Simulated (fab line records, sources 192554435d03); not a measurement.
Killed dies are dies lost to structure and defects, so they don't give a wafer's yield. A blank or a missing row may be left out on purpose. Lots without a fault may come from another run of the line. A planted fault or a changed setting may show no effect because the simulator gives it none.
Split-lot experiment | flow n5_finfet | 7 lots, 21 wafers read, on a route of 1938 steps

THE SPLIT
At N5_BEOL_M0_SAQP_COAT_105 (time 60 s, resist thk 100 nm), the setting spin_rpm was moved away from the recipe's 1500 rpm on 4 of the 21 wafers read, by -7.5% to +10.3%. The other wafers ran this setting at the recipe's value.

The reading is taken at the split's own step.

THE READING
SOC_of_BEOL_M0_SAQP_COAT_105.thk_nm (the simulator's own value, which no gauge read), in nm, at N5_BEOL_M0_SAQP_COAT_105 (time 60 s, resist thk 100 nm). The file gives no usual value for it. The 17 wafers here that ran the recipe average 99.9 nm, standard deviation 0.31 nm.

wafer  | tool, chamber at the split | spin_rpm as run, rpm | against the recipe | SOC_of_BEOL_M0_SAQP_COAT_105.thk_nm, nm | against lot-mates on the recipe
L080.1 | litho_track-05, 0          | 1500                 | recipe             | 99.6                                    | -
L080.2 | litho_track-05, 0          | 1500                 | recipe             | 99.8                                    | -
L080.4 | litho_track-05, 0          | 1500                 | recipe             | 100                                     | -
L084.2 | litho_track-03, 0          | 1654                 | +10.3%             | 95.4                                    | -5.0
L084.4 | litho_track-03, 0          | 1500                 | recipe             | 100.4                                   | -
L084.5 | litho_track-03, 0          | 1654                 | +10.3%             | 95.2                                    | -5.2
L085.2 | litho_track-05, 0          | 1500                 | recipe             | 100.4                                   | -
L085.6 | litho_track-05, 0          | 1500                 | recipe             | 100.4                                   | -
L085.5 | litho_track-05, 0          | 1500                 | recipe             | 100.2                                   | -
L090.2 | litho_track-03, 0          | 1500                 | recipe             | 99.6                                    | -
L090.4 | litho_track-03, 0          | 1500                 | recipe             | 99.6                                    | -
L090.5 | litho_track-03, 0          | 1500                 | recipe             | 99.4                                    | -
L093.1 | litho_track-03, 0          | 1500                 | recipe             | 99.8                                    | -
L093.6 | litho_track-03, 0          | 1500                 | recipe             | 99.8                                    | -
L093.3 | litho_track-03, 0          | 1632                 | +8.8%              | 95.6                                    | -4.2
L094.1 | litho_track-03, 0          | 1500                 | recipe             | 99.8                                    | -
L094.4 | litho_track-03, 0          | 1500                 | recipe             | 99.6                                    | -
L094.5 | litho_track-03, 0          | 1500                 | recipe             | 99.6                                    | -
L095.1 | litho_track-05, 0          | 1500                 | recipe             | 100                                     | -
L095.2 | litho_track-05, 0          | 1500                 | recipe             | 100                                     | -
L095.4 | litho_track-05, 0          | 1388                 | -7.5%              | 104                                     | +4.0

THE FIT
A straight line over all 21 wafers: SOC_of_BEOL_M0_SAQP_COAT_105.thk_nm changes by -0.476 nm for each +1% of spin_rpm; r = -0.99; the points scatter about the line by 0.33 nm.
The same after taking each lot's own level away (the mean of its wafers on the recipe; 21 wafers): -0.5 nm for each +1%; r = -1.00; scatter 0.12 nm.
On that fit, the largest move of spin_rpm shifts the reading by 5.1 nm.
The lots' own levels span 99.53 to 100.40 nm, that is 2.8 times the standard deviation above.
So the lot-to-lot level changes the slope little: the two slopes agree.
Check: with one of the wafers moved furthest among these (+10.3%) left out of the fit, the line predicts -5.16 nm for it against its lot-mates. It came out at -5 nm against them.

OTHER SPLITS ON THESE WAFERS
These wafers also went through other splits before the reading. Each is held against what the fit with the lots' levels taken away leaves over:
other split on the same wafers        | wafers away from the commonest value | r with SOC_of_BEOL_M0_SAQP_COAT_105.thk_nm (lot level and that fit taken away)
N5_SDB_COAT_05 spin_rpm               | 5                                    | +0.44
N5_HKMG_FIN_HK_ALD_01 ald_cycles      | 6                                    | +0.43
N5_MOL_CONTACT_COAG_EXPOSE_05 dose_mj | 8                                    | +0.25
N5_BEOL_M0_SAQP_HM_DEP_111 time_s     | 6                                    | -0.18

THE FILE'S OWN FIT
SOC_of_BEOL_M0_SAQP_COAT_105.thk_nm changes by -0.5 nm for each +1% of spin_rpm, r = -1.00.
